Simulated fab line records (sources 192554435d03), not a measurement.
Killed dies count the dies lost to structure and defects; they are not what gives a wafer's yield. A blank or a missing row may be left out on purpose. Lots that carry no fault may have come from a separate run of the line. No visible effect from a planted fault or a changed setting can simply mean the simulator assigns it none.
fab line records	flow n5_finfet
record: lots: 24	wafers: 72	last_day: 17
route steps=1938 shown BEOL_M7@1311 BEOL_M8@1345
lots that met no fault: from a run of the same line without faults
start_h: hours from the record's opening day to when the first of the lot's shown wafers began	wait_h: hours since the lot's step before	" the same as in the row above	L1.1+2: one row covering several wafers at once	- either no value or no given start	* or withheld: withheld	< > ~ a bound
route shown NAME@n: a module of which the file shows steps, and the number in the route of the first	usual: mean/standard deviation taken from wafers without a fault	same: alike in all rows	chamber/n: place in a boat	sites: per-site readings	_std_site: the standard deviation of these	_edge_site: mean of outer sites minus mean of inner sites	radius_mm: for every site, how far away it sits from the centre of the wafer	mask NAME#n: copy n	behind: tool/chamber where the wafer was last shaped	hold: why the lot went on hold/how many hours it stayed there/how the hold came to an end	device: the transistor (n, p or np) that didn't switch	end of line: the tests these same wafers got at the end of their route	for a step that has no rows: nothing shown but its recipe	killed: count of dies lost to structure and defects at first sort (not the wafer's yield)	map: a wafer's dies, x killed, . not, _ none there
set.NAME: the run value of the setting; set.NAME@STEP: its run value at that earlier step	model.NAME: the simulator's own value behind a step, which no gauge read
the route's steps for a sample of lots (tables are steps, rows are wafers)
services: when a tool's chamber went out of use (start_h, in hours from the record's first day, below 0 if earlier), for how many hours, and the reason
== steps ==
step: N5_BEOL_M7_OCD_MEAS_38
usual: trench_depth_nm: 92.9/2.7
lot.wafer	tool	chamber	start_h	wait_h	trench_depth_nm
L074.1	ocd-02	-	188.79	-	94.6
L074.3	"	-	"	"	94.9
L074.5	"	-	"	"	94.8
L075.2	ocd-01	-	195.25	-	91.9
L075.4	"	-	"	"	91.5
L075.6	"	-	"	"	89.9
L076.2	ocd-02	-	197.25	-	91.3
L076.4	"	-	"	"	94.9
L076.6	"	-	"	"	88.7
L077.1	ocd-01	-	206.35	-	93.9
L077.2	"	-	"	"	92.2
L077.6	"	-	"	"	94.0
L078.1	ocd-02	-	206.77	-	92.8
L078.4	"	-	"	"	89.1
L078.6	"	-	"	"	95.1
L079.1	ocd-02	-	220.75	-	93.2
L079.2	"	-	"	"	87.5
L079.3	"	-	"	"	91.7
L080.1	ocd-02	-	226.88	-	89.2
L080.5	"	-	"	"	95.8
L080.6	"	-	"	"	89.1
L081.1	ocd-01	-	232.48	-	93.3
L081.5	"	-	"	"	96.0
L081.6	"	-	"	"	94.5
L082.1	ocd-02	-	243.26	-	91.5
L082.3	"	-	"	"	95.5
L082.5	"	-	"	"	92.6
L083.1	ocd-02	-	249.57	-	93.7
L083.2	"	-	"	"	93.8
L083.5	"	-	"	"	94.3
L084.1	ocd-01	-	252.44	-	88.2
L084.3	"	-	"	"	95.1
L084.4	"	-	"	"	93.9
L085.1	ocd-01	-	252.84	-	95.3
L085.2	"	-	"	"	88.5
L085.6	"	-	"	"	88.0
L086.1	ocd-02	-	272.94	-	92.1
L086.3	"	-	"	"	90.1
L086.5	"	-	"	"	95.8
L087.1	ocd-01	-	273.72	-	96.4
L087.2	"	-	"	"	92.0
L087.3	"	-	"	"	94.7
L088.3	ocd-02	-	273.92	-	93.6
L088.5	"	-	"	"	91.4
L088.6	"	-	"	"	93.2
L089.1	ocd-02	-	275.83	-	89.4
L089.2	"	-	"	"	92.0
L089.5	"	-	"	"	88.4
L090.2	ocd-02	-	286.57	-	94.4
L090.4	"	-	"	"	95.7
L090.6	"	-	"	"	92.6
L091.1	ocd-01	-	294.08	-	95.7
L091.2	"	-	"	"	91.6
L091.6	"	-	"	"	95.9
L092.1	ocd-02	-	296.66	-	93.3
L092.2	"	-	"	"	91.4
L092.3	"	-	"	"	93.0
L093.1	ocd-01	-	318.09	-	92.2
L093.2	"	-	"	"	93.4
L093.3	"	-	"	"	90.9
L094.2	ocd-01	-	318.31	-	86.9
L094.3	"	-	"	"	98.3
L094.5	"	-	"	"	93.1
L095.1	ocd-01	-	319.07	-	92.7
L095.3	"	-	"	"	92.1
L095.6	"	-	"	"	92.6
L096.2	ocd-02	-	331.08	-	86.9
L096.3	"	-	"	"	93.4
L096.6	"	-	"	"	93.4
L097.1	ocd-02	-	335.87	-	93.7
L097.3	"	-	"	"	99.6
L097.6	"	-	"	"	99.9
step: N5_BEOL_M7_DEP_56
recipe: material: SiCN	target_thk_a: 100	temp_c: withheld	precursor: 3MS/NH3	pressure_torr: 3	rf_w: 202	time_s: 17.5
usual: showerhead_plenum_p_Torr: 3.663/0.013	throttle_valve_pct: 8.9/0.43
lot.wafer	tool	chamber	start_h	wait_h	showerhead_plenum_p_Torr	throttle_valve_pct
L074.1	pecvd-03	0	191.14	0.0	3.667	9.2
L074.3	"	2	"	"	3.654	8.6
L074.5	"	2	"	"	3.649	8.7
L075.2	pecvd-02	2	198.63	0.0	3.670	8.8
L075.4	"	0	"	"	3.657	9.6
L075.6	"	1	"	"	3.676	9.0
L076.2	pecvd-02	0	201.34	0.0	3.660	10.1
L076.4	"	2	"	"	3.665	8.8
L076.6	"	1	"	"	3.683	9.2
L077.1	pecvd-04	0	209.20	0.0	3.685	8.5
L077.2	"	1	"	"	3.696	9.5
L077.6	"	0	"	"	3.679	8.5
L078.1	pecvd-02	2	210.24	0.0	3.665	8.7
L078.4	"	1	"	"	3.677	9.3
L078.6	"	0	"	"	3.664	10.0
L079.1	pecvd-04	1	224.43	0.0	3.688	9.6
L079.2	"	0	"	"	3.685	8.3
L079.3	"	2	"	"	3.663	7.8
L080.1	pecvd-03	2	229.84	0.0	3.650	8.7
L080.5	"	0	"	"	3.648	8.9
L080.6	"	2	"	"	3.668	8.6
L081.1	pecvd-04	0	235.35	0.0	3.684	8.9
L081.5	"	1	"	"	3.695	9.5
L081.6	"	2	"	"	3.663	8.0
L082.1	pecvd-03	2	247.34	0.0	3.654	8.9
L082.3	"	1	"	"	3.655	8.7
L082.5	"	1	"	"	3.663	9.1
L083.1	pecvd-03	0	251.51	0.0	3.656	8.9
L083.2	"	1	"	"	3.654	9.1
L083.5	"	1	"	"	3.658	8.9
L084.1	pecvd-03	2	254.72	0.0	3.656	8.9
L084.3	"	0	"	"	3.655	9.0
L084.4	"	1	"	"	3.658	9.0
L085.1	pecvd-04	2	258.37	0.0	3.655	7.7
L085.2	"	0	"	"	3.690	8.5
L085.6	"	2	"	"	3.656	8.0
L086.1	pecvd-03	1	275.23	0.0	3.656	8.8
L086.3	"	0	"	"	3.646	9.2
L086.5	"	0	"	"	3.657	8.8
L087.1	pecvd-03	0	276.61	0.0	3.653	8.8
L087.2	"	1	"	"	3.653	8.8
L087.3	"	2	"	"	3.654	8.9
L088.3	pecvd-04	2	276.88	0.0	3.672	8.2
L088.5	"	0	"	"	3.677	8.6
L088.6	"	2	"	"	3.667	8.1
L089.1	pecvd-03	1	279.74	0.0	3.652	8.7
L089.2	"	0	"	"	3.662	9.1
L089.5	"	2	"	"	3.658	9.0
L090.2	pecvd-03	1	289.22	0.0	3.655	8.8
L090.4	"	1	"	"	3.663	8.9
L090.6	"	2	"	"	3.656	9.1
L091.1	pecvd-03	1	296.60	0.0	3.656	8.6
L091.2	"	0	"	"	3.650	9.1
L091.6	"	1	"	"	3.654	8.8
L092.1	pecvd-03	2	299.01	0.0	3.658	9.0
L092.2	"	1	"	"	3.662	8.7
L092.3	"	0	"	"	3.649	9.3
L093.1	pecvd-03	1	321.36	0.0	3.648	8.8
L093.2	"	2	"	"	3.653	9.3
L093.3	"	0	"	"	3.648	9.0
L094.2	pecvd-02	0	321.63	0.0	3.668	9.6
L094.3	"	0	"	"	3.667	9.9
L094.5	"	1	"	"	3.673	9.1
L095.1	pecvd-03	0	322.16	0.0	3.654	9.1
L095.3	"	1	"	"	3.653	9.0
L095.6	"	1	"	"	3.643	8.7
L096.2	pecvd-03	2	335.74	0.0	3.650	8.9
L096.3	"	0	"	"	3.656	9.0
L096.6	"	2	"	"	3.658	8.9
L097.1	pecvd-02	0	338.56	0.0	3.665	9.8
L097.3	"	1	"	"	3.683	9.3
L097.6	"	2	"	"	3.659	8.9
step: N5_BEOL_M8_CD_MEAS_11
recipe: target_cd_nm: 38.5	landing_energy_ev: 500	detector: se_inlens	polarity: opening
usual: cd_nm: 38.5/0.82
same: landing_energy_ev: 500
lot.wafer	tool	chamber	start_h	wait_h	cd_nm
L074.1	cd_sem-01	0	194.00	-	37.8
L074.3	"	0	"	"	38.3
L074.5	"	0	"	"	38.9
L075.2	cd_sem-03	0	201.45	-	38.6
L075.4	"	0	"	"	38.6
L075.6	"	0	"	"	39.4
L076.2	cd_sem-03	0	204.34	-	38.0
L076.4	"	0	"	"	38.2
L076.6	"	0	"	"	38.1
L077.1	cd_sem-01	0	211.77	-	39.8
L077.2	"	0	"	"	39.4
L077.6	"	0	"	"	39.1
L078.1	cd_sem-03	0	211.97	-	37.3
L078.4	"	0	"	"	36.6
L078.6	"	0	"	"	38.7
L079.1	cd_sem-03	0	226.47	-	38.7
L079.2	"	0	"	"	38.7
L079.3	"	0	"	"	38.3
L080.1	cd_sem-02	0	233.32	-	38.0
L080.5	"	0	"	"	38.8
L080.6	"	0	"	"	38.6
L081.1	cd_sem-03	0	237.27	-	39.4
L081.5	"	0	"	"	39.4
L081.6	"	0	"	"	39.4
L082.1	cd_sem-03	0	249.80	-	38.0
L082.3	"	0	"	"	38.5
L082.5	"	0	"	"	38.5
L083.1	cd_sem-03	0	252.81	-	39.4
L083.2	"	0	"	"	36.8
L083.5	"	0	"	"	37.4
L084.1	cd_sem-03	0	259.05	-	39.5
L084.3	"	0	"	"	39.6
L084.4	"	0	"	"	40.3
L085.1	cd_sem-02	0	260.35	-	38.5
L085.2	"	0	"	"	39.4
L085.6	"	0	"	"	39.1
L086.1	cd_sem-02	0	276.92	-	38.7
L086.3	"	0	"	"	39.0
L086.5	"	0	"	"	38.9
L087.1	cd_sem-03	0	279.95	-	39.2
L087.2	"	0	"	"	38.3
L087.3	"	0	"	"	39.5
L088.3	cd_sem-02	0	280.12	-	36.9
L088.5	"	0	"	"	37.7
L088.6	"	0	"	"	38.5
L089.1	cd_sem-02	0	281.57	-	37.9
L089.2	"	0	"	"	38.0
L089.5	"	0	"	"	37.8
L090.2	cd_sem-02	0	290.87	-	38.1
L090.4	"	0	"	"	38.9
L090.6	"	0	"	"	38.8
L091.1	cd_sem-01	0	298.50	-	37.6
L091.2	"	0	"	"	37.4
L091.6	"	0	"	"	37.8
L092.1	cd_sem-01	0	301.34	-	39.8
L092.2	"	0	"	"	38.6
L092.3	"	0	"	"	38.5
L094.2	cd_sem-01	0	323.06	-	37.4
L094.3	"	0	"	"	37.3
L094.5	"	0	"	"	38.5
L093.1	cd_sem-01	0	323.22	-	39.5
L093.2	"	0	"	"	39.7
L093.3	"	0	"	"	39.0
L095.1	cd_sem-03	0	324.65	-	37.6
L095.3	"	0	"	"	37.6
L095.6	"	0	"	"	38.2
L096.2	cd_sem-01	0	337.88	-	37.8
L096.3	"	0	"	"	37.9
L096.6	"	0	"	"	36.9
L097.1	cd_sem-01	0	341.67	-	37.6
L097.3	"	0	"	"	36.0
L097.6	"	0	"	"	37.3
step: N5_BEOL_M8_OVL_MEAS_12
recipe: points_per_wafer: 44
usual: M8_OVL: 0.0/0.89
lot.wafer	tool	chamber	start_h	wait_h	M8_OVL[nm]
L074.1	overlay-01	0	194.03	0.0	0.9
L074.3	"	0	"	"	0.6
L074.5	"	0	"	"	0.4
L075.2	overlay-02	0	201.48	0.0	1.3
L075.4	"	0	"	"	0.0
L075.6	"	0	"	"	0.1
L076.2	overlay-01	0	204.37	0.0	-0.7
L076.4	"	0	"	"	-0.1
L076.6	"	0	"	"	-0.5
L077.1	overlay-01	0	211.80	0.0	-0.5
L077.2	"	0	"	"	0.4
L077.6	"	0	"	"	0.1
L078.1	overlay-01	0	212.00	0.0	-0.3
L078.4	"	0	"	"	0.4
L078.6	"	0	"	"	-0.3
L079.1	overlay-02	0	226.50	0.0	-0.9
L079.2	"	0	"	"	-0.7
L079.3	"	0	"	"	-0.6
L080.1	overlay-01	0	233.35	0.0	-0.6
L080.5	"	0	"	"	-2.1
L080.6	"	0	"	"	-1.9
L081.1	overlay-02	0	237.30	0.0	-0.6
L081.5	"	0	"	"	-0.7
L081.6	"	0	"	"	-0.1
L082.1	overlay-02	0	249.83	0.0	0.1
L082.3	"	0	"	"	1.1
L082.5	"	0	"	"	0.3
L083.1	overlay-01	0	252.84	0.0	1.5
L083.2	"	0	"	"	1.1
L083.5	"	0	"	"	-1.1
L084.1	overlay-01	0	259.08	0.0	-1.2
L084.3	"	0	"	"	-1.1
L084.4	"	0	"	"	-0.2
L085.1	overlay-02	0	260.38	0.0	-1.1
L085.2	"	0	"	"	-0.8
L085.6	"	0	"	"	-0.1
L086.1	overlay-02	0	276.95	0.0	-0.5
L086.3	"	0	"	"	-0.1
L086.5	"	0	"	"	-1.3
L087.1	overlay-01	0	279.98	0.0	1.0
L087.2	"	0	"	"	0.7
L087.3	"	0	"	"	2.3
L088.3	overlay-02	0	280.15	0.0	-0.2
L088.5	"	0	"	"	-0.3
L088.6	"	0	"	"	0.2
L089.1	overlay-01	0	281.60	0.0	0.9
L089.2	"	0	"	"	-0.7
L089.5	"	0	"	"	-0.4
L090.2	overlay-01	0	290.90	0.0	2.0
L090.4	"	0	"	"	1.4
L090.6	"	0	"	"	1.7
L091.1	overlay-02	0	298.53	0.0	-0.4
L091.2	"	0	"	"	-1.6
L091.6	"	0	"	"	-0.6
L092.1	overlay-01	0	301.37	0.0	0.2
L092.2	"	0	"	"	-0.6
L092.3	"	0	"	"	0.9
L094.2	overlay-01	0	323.09	0.0	-0.8
L094.3	"	0	"	"	-0.8
L094.5	"	0	"	"	-0.5
L093.1	overlay-02	0	323.25	0.0	0.2
L093.2	"	0	"	"	-1.1
L093.3	"	0	"	"	0.5
L095.1	overlay-02	0	324.68	0.0	0.1
L095.3	"	0	"	"	-1.2
L095.6	"	0	"	"	-0.3
L096.2	overlay-02	0	337.90	0.0	1.0
L096.3	"	0	"	"	-0.3
L096.6	"	0	"	"	0.4
L097.1	overlay-02	0	341.71	0.0	-0.7
L097.3	"	0	"	"	-0.4
L097.6	"	0	"	"	-0.1
step: N5_BEOL_M8_ETCH_66
recipe: chemistry: N2/H2	target: SOC	target_depth_a: 800	overetch_a: 160	mask_material: SiARC	temp_c: 40	time_s: 120	ion_energy_ev: 200	pressure_mtorr: 30	source_w: 840	bias_w: 150	n2_flow_sccm: 200	h2_flow_sccm: 200
usual: chamber_pressure_mTorr: 30.002/0.024	drypump_motor_current_A: 5.7/0.44	oes_product_au: 0.62/0.067	rf_vpp_V: 525.1/2.1	showerhead_plenum_p_Torr: 2.59/0.081	temp_c: 40.02/0.11	throttle_valve_pct: 17.75/0.18
lot.wafer	tool	chamber	start_h	wait_h	chamber_pressure_mTorr	drypump_motor_current_A	oes_product_au	rf_hours_counter_h	rf_vpp_V	showerhead_plenum_p_Torr	temp_c	throttle_valve_pct
L074.1	rie_diel-06	2	196.49	0.0	30.041	6.1	0.57	172	527.5	2.68	39.98	17.65
L074.3	"	1	"	"	30.054	6.1	0.54	232	521.2	2.48	40.07	17.73
L074.5	"	2	"	"	30.011	6.1	0.57	-	524.4	2.68	39.71	17.64
L075.2	rie_diel-04	3	202.55	0.0	30.059	5.4	0.71	11	522.3	2.48	40.08	17.39
L075.4	"	1	"	"	29.999	5.1	0.53	239	526.3	2.60	40.02	18.12
L075.6	"	3	"	"	29.948	5.4	0.72	-	523.7	2.48	40.22	17.36
L076.2	rie_diel-05	2	206.05	0.0	29.994	6.3	0.62	108	527.4	2.67	40.06	17.73
L076.4	"	1	"	"	29.974	5.2	0.77	3	525.7	2.61	40.07	17.63
L076.6	"	0	"	"	30.016	6.1	0.57	-	527.8	2.63	40.27	17.66
L077.1	rie_diel-04	3	214.70	0.0	29.988	5.4	0.70	15	522.1	2.47	39.84	17.38
L077.2	"	0	"	"	30.039	5.9	0.69	26	523.0	2.51	40.03	17.71
L077.6	"	3	"	"	30.041	5.4	0.70	-	523.2	2.47	40.00	17.39
L078.1	rie_diel-06	2	214.74	0.0	30.020	6.1	0.57	179	527.2	2.67	40.13	17.66
L078.4	"	3	"	"	30.037	5.8	0.55	205	522.9	2.52	39.93	18.08
L078.6	"	3	"	"	29.989	5.8	0.55	-	523.5	2.52	39.89	18.06
L079.1	rie_diel-05	3	228.29	0.0	30.006	5.6	0.67	29	527.4	2.73	40.12	17.84
L079.2	"	1	"	"	30.034	5.2	0.73	10	524.4	2.61	40.02	17.64
L079.3	"	2	"	"	29.999	6.4	0.61	115	526.6	2.67	39.93	17.73
L080.1	rie_diel-05	2	235.51	0.0	30.027	6.4	0.61	118	528.3	2.67	40.12	17.76
L080.5	"	2	"	"	29.994	6.4	0.61	-	526.5	2.67	40.00	17.74
L080.6	"	1	"	"	30.016	5.2	0.74	-	526.4	2.61	39.97	17.64
L081.1	rie_diel-06	2	239.52	0.0	29.981	6.1	0.56	188	527.0	2.67	40.11	17.65
L081.5	"	3	"	"	29.993	5.8	0.54	-	523.5	2.52	40.07	18.07
L081.6	"	2	"	"	29.973	6.1	0.57	-	526.5	2.67	40.06	17.68
L082.1	rie_diel-06	2	253.37	0.0	30.007	6.1	0.56	194	525.9	2.67	40.01	17.69
L082.3	"	0	"	"	30.017	5.7	0.57	158	522.9	2.54	39.93	17.69
L082.5	"	1	"	"	30.013	6.1	0.53	-	522.2	2.48	40.03	17.76
L083.1	rie_diel-06	2	257.79	0.0	30.025	6.1	0.55	195	526.7	2.67	40.00	17.69
L083.2	"	0	"	"	29.999	5.7	0.57	159	523.1	2.54	39.94	17.70
L083.5	"	0	"	"	30.006	5.7	0.57	-	523.2	2.54	40.07	17.71
L085.1	rie_diel-05	1	262.04	0.0	29.972	5.2	0.71	21	526.7	2.60	39.83	17.66
L085.2	"	2	"	"	29.984	6.3	0.59	126	527.0	2.67	39.99	17.77
L085.6	"	1	"	"	30.022	5.2	0.72	-	525.0	2.60	40.23	17.67
L084.1	rie_diel-05	1	263.35	0.0	30.027	5.2	0.71	22	525.8	2.60	39.94	17.66
L084.3	"	2	"	"	29.989	6.4	0.61	126	528.0	2.67	39.91	17.76
L084.4	"	0	"	"	30.016	6.1	0.56	221	525.9	2.62	40.11	17.69
L086.1	rie_diel-05	1	278.94	0.0	29.989	5.2	0.70	28	525.2	2.60	39.95	17.68
L086.3	"	0	"	"	29.983	6.1	0.55	227	525.4	2.62	40.23	17.69
L086.5	"	2	"	"	30.016	6.4	0.60	-	526.5	2.66	39.68	17.76
L087.1	rie_diel-04	1	281.27	0.0	30.000	5.1	0.71	10	524.8	2.59	40.07	17.81
L087.2	"	3	"	"	30.003	5.4	0.66	43	524.7	2.46	39.98	17.41
L087.3	"	0	"	"	29.979	5.9	0.65	55	522.5	2.50	39.97	17.74
L088.3	rie_diel-06	2	281.49	0.0	29.994	6.1	0.55	206	525.9	2.66	39.87	17.71
L088.5	"	3	"	"	30.004	5.8	0.54	-	522.1	2.51	40.14	18.10
L088.6	"	2	"	"	29.957	6.1	0.55	-	525.7	2.66	39.79	17.72
L089.1	rie_diel-06	3	282.63	0.0	29.963	5.8	0.54	226	522.6	2.51	39.85	18.09
L089.2	"	0	"	"	29.974	5.7	0.56	171	524.3	2.54	39.97	17.73
L089.5	"	2	"	"	29.991	6.1	0.56	-	526.8	2.66	39.92	17.70
L090.2	rie_diel-05	2	293.83	0.0	29.975	6.3	0.59	138	526.0	2.66	40.02	17.78
L090.4	"	3	"	"	30.024	5.6	0.65	52	527.9	2.72	40.11	17.86
L090.6	"	2	"	"	30.043	6.3	0.59	-	527.2	2.66	39.97	17.77
L091.1	rie_diel-04	0	299.97	0.0	30.017	5.9	0.65	63	522.3	2.49	39.93	17.76
L091.2	"	2	"	"	30.035	4.8	0.71	22	526.5	2.59	39.96	17.85
L091.6	"	3	"	"	30.045	5.4	0.66	-	522.0	2.46	39.95	17.45
L092.1	rie_diel-05	3	304.37	0.0	29.998	5.6	0.64	57	528.0	2.71	39.82	17.88
L092.2	"	0	"	"	29.958	6.1	0.55	236	526.7	2.62	40.08	17.70
L092.3	"	2	"	"	29.983	6.3	0.59	142	528.7	2.66	40.00	17.78
L094.2	rie_diel-04	0	326.42	0.0	30.019	5.9	0.64	74	523.2	2.49	39.97	17.77
L094.3	"	3	"	"	30.035	5.4	0.64	59	522.4	2.46	40.11	17.46
L094.5	"	2	"	"	29.991	4.8	0.69	-	526.4	2.59	40.09	17.87
L093.1	rie_diel-05	0	326.46	0.0	30.003	6.1	0.54	244	525.0	2.61	39.90	17.72
L093.2	"	3	"	"	30.041	5.6	0.63	65	527.8	2.71	40.04	17.90
L093.3	"	2	"	"	29.980	6.4	0.59	150	525.3	2.66	40.14	17.80
L095.1	rie_diel-04	0	326.89	0.0	30.035	5.9	0.64	75	521.0	2.49	39.90	17.77
L095.3	"	2	"	"	30.035	4.9	0.69	33	525.1	2.59	40.08	17.86
L095.6	"	2	"	"	30.019	4.8	0.69	-	523.9	2.59	40.07	17.88
L096.2	rie_diel-05	1	340.79	0.0	29.982	5.2	0.67	50	525.7	2.59	40.19	17.71
L096.3	"	3	"	"	30.009	5.6	0.62	71	527.6	2.71	39.98	17.92
L096.6	"	3	"	"	29.989	5.6	0.62	-	528.5	2.71	40.28	17.89
L097.1	rie_diel-05	2	345.19	0.0	29.986	6.3	0.58	155	526.9	2.65	40.18	17.81
L097.3	"	3	"	"	30.026	5.6	0.62	73	527.5	2.71	40.10	17.90
L097.6	"	2	"	"	29.972	6.4	0.58	-	526.2	2.65	40.11	17.81
step: N5_BEOL_M8_DEGAS_44
recipe: ambient: vacuum	temp_c: 250	time_s: 60
usual: heater_power_w: 329/31
lot.wafer	tool	chamber	start_h	wait_h	heater_power_w
L074.1	pvd_sputter-03	-	197.65	0.6	310
L074.3	"	-	"	"	330
L074.5	"	-	"	"	337
L075.2	pvd_sputter-02	-	204.09	0.9	284
L075.4	"	-	"	"	394
L075.6	"	-	"	"	349
L076.2	pvd_sputter-03	-	207.01	0.3	319
L076.4	"	-	"	"	283
L076.6	"	-	"	"	331
L077.1	pvd_sputter-03	-	215.91	0.6	326
L077.2	"	-	"	"	303
L077.6	"	-	"	"	324
L078.1	pvd_sputter-01	-	215.98	0.6	372
L078.4	"	-	"	"	347
L078.6	"	-	"	"	356
L079.1	pvd_sputter-01	-	230.64	1.8	375
L079.2	"	-	"	"	308
L079.3	"	-	"	"	349
L080.1	pvd_sputter-03	-	236.49	0.4	318
L080.5	"	-	"	"	337
L080.6	"	-	"	"	289
L081.1	pvd_sputter-01	-	240.97	0.5	308
L081.5	"	-	"	"	361
L081.6	"	-	"	"	348
L082.1	pvd_sputter-03	-	257.65	3.6	335
L082.3	"	-	"	"	321
L082.5	"	-	"	"	339
L083.1	pvd_sputter-02	-	258.78	0.4	397
L083.2	"	-	"	"	329
L083.5	"	-	"	"	322
L085.1	pvd_sputter-01	-	262.98	0.3	343
L085.2	"	-	"	"	374
L085.6	"	-	"	"	299
L084.1	pvd_sputter-03	-	265.76	1.8	298
L084.3	"	-	"	"	322
L084.4	"	-	"	"	332
L086.1	pvd_sputter-03	-	280.50	0.6	317
L086.3	"	-	"	"	318
L086.5	"	-	"	"	318
L087.1	pvd_sputter-02	-	282.64	0.8	317
L087.2	"	-	"	"	351
L087.3	"	-	"	"	282
L088.3	pvd_sputter-02	-	282.96	0.5	326
L088.5	"	-	"	"	278
L088.6	"	-	"	"	329
L089.1	pvd_sputter-03	-	283.84	0.5	344
L089.2	"	-	"	"	327
L089.5	"	-	"	"	292
L090.2	pvd_sputter-01	-	294.77	0.3	348
L090.4	"	-	"	"	352
L090.6	"	-	"	"	361
L091.1	pvd_sputter-02	-	301.08	0.5	319
L091.2	"	-	"	"	344
L091.6	"	-	"	"	390
L092.1	pvd_sputter-02	-	305.37	0.4	387
L092.2	"	-	"	"	279
L092.3	"	-	"	"	351
L094.2	pvd_sputter-02	-	327.63	0.6	279
L094.3	"	-	"	"	319
L094.5	"	-	"	"	322
L093.1	pvd_sputter-02	-	327.71	0.7	275
L093.2	"	-	"	"	346
L093.3	"	-	"	"	334
L095.1	pvd_sputter-01	-	328.51	1.0	357
L095.3	"	-	"	"	373
L095.6	"	-	"	"	354
L096.2	pvd_sputter-02	-	341.88	0.4	393
L096.3	"	-	"	"	336
L096.6	"	-	"	"	281
L097.1	pvd_sputter-01	-	346.08	0.3	350
L097.3	"	-	"	"	368
L097.6	"	-	"	"	302
== services ==
tool	chamber	start_h	hours	kind
rie_diel-05	1	178.48	-	clean
rie_diel-05	1	178.48	-	consumable_replace:focus_ring
pecvd-04	-	180.14	0.9	repair
rie_diel-06	0	207.22	4.4	repair
pecvd-04	1	209.48	10.2	repair
rie_diel-04	2	217.90	5.7	repair
pecvd-03	-	221.28	2.8	pm
pecvd-02	-	225.45	14.6	pm
rie_diel-05	0	230.90	5.1	repair
rie_diel-06	3	245.02	16.7	repair
pvd_sputter-01	-	252.79	1.5	repair
pecvd-04	1	256.77	2.0	repair
rie_diel-06	1	261.75	-	clean
pecvd-04	-	288.42	0.8	repair
rie_diel-06	2	302.78	3.3	repair
pecvd-02	2	305.69	20.6	repair
rie_diel-04	3	307.04	5.2	repair
rie_diel-04	1	324.53	5.2	repair
pecvd-03	1	333.33	3.7	repair
rie_diel-05	2	336.31	4.8	repair
rie_diel-05	0	341.11	-	clean
rie_diel-05	0	341.11	-	consumable_replace:focus_ring
rie_diel-05	0	341.11	30.5	scheduled_down
rie_diel-05	0	341.11	30.5	vent_cycle
== key ==
fault none
